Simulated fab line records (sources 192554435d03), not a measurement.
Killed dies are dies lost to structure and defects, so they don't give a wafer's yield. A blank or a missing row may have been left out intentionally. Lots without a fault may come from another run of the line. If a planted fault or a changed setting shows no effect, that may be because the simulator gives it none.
Matching of chambers || flow n5 finfet || 3 sister chambers for N5_BEOL_M11_ILD_DEP_00 on pecvd-02
The step deposits SiCOH lowk from DEMS/porogen, target thk 308.51 nm, time 58 s. 3 wafers are shown with their chamber, then 12 later ones without.

== WAFERS PAIRED WITH THEIR CHAMBERS ==
{"wafer": "L086.1", "chamber": 2, "throttle valve pct (%)": 14.4}
{"wafer": "L088.1", "chamber": 0, "throttle valve pct (%)": 15.5}
{"wafer": "L088.6", "chamber": 1, "throttle valve pct (%)": 14.0}

== WAFERS MISSING THEIR CHAMBER ==
{"wafer": "L093.3", "throttle valve pct (%)": 14.4}
{"wafer": "L093.5", "throttle valve pct (%)": 14.7}
{"wafer": "L093.6", "throttle valve pct (%)": 13.9}
{"wafer": "L094.1", "throttle valve pct (%)": 15.9}
{"wafer": "L094.3", "throttle valve pct (%)": 14.6}
{"wafer": "L094.5", "throttle valve pct (%)": 14.2}
{"wafer": "L097.1", "throttle valve pct (%)": 15.8}
{"wafer": "L097.2", "throttle valve pct (%)": 14.5}
{"wafer": "L097.6", "throttle valve pct (%)": 14.7}
{"wafer": "L096.3", "throttle valve pct (%)": 14.2}
{"wafer": "L096.5", "throttle valve pct (%)": 14.8}
{"wafer": "L096.6", "throttle valve pct (%)": 13.9}

== THE CHAMBER EACH PASSED THROUGH ==
{"wafer": "L093.3", "from the rows above": "can't be placed: 2 or 1", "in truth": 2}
{"wafer": "L093.5", "from the rows above": "can't be placed: 2 or 1", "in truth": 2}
{"wafer": "L093.6", "from the rows above": "can't be placed: 1 or 2", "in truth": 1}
{"wafer": "L094.1", "from the rows above": 0, "in truth": 0}
{"wafer": "L094.3", "from the rows above": "can't be placed: 2 or 1", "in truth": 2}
{"wafer": "L094.5", "from the rows above": "can't be placed: 1 or 2", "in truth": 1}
{"wafer": "L097.1", "from the rows above": 0, "in truth": 0}
{"wafer": "L097.2", "from the rows above": "can't be placed: 2 or 1", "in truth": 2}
{"wafer": "L097.6", "from the rows above": "can't be placed: 2 or 1", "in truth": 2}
{"wafer": "L096.3", "from the rows above": "can't be placed: 1 or 2", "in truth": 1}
{"wafer": "L096.5", "from the rows above": "can't be placed: 2 or 0 or 1", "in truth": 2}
{"wafer": "L096.6", "from the rows above": "can't be placed: 1 or 2", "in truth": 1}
Correctly placed: 2 of 12. Can't be placed from these rows: 10 (the true chamber is among the candidates in 10). 0 placed wrongly.
How it was worked out, from the rows above alone: a wafer's distance from a chamber is the root of the sum, over the readings, of the square of ((its reading less the chamber's mean) divided by the reading's scatter). If the next closest chamber is less than 2 further off than the closest, the wafer can't be placed; otherwise it belongs to the closest. A chamber's mean is the mean of its shown wafers. The scatter: with one shown wafer a chamber, the root of the mean of the squares of how far each hidden wafer lies from its nearest shown one.
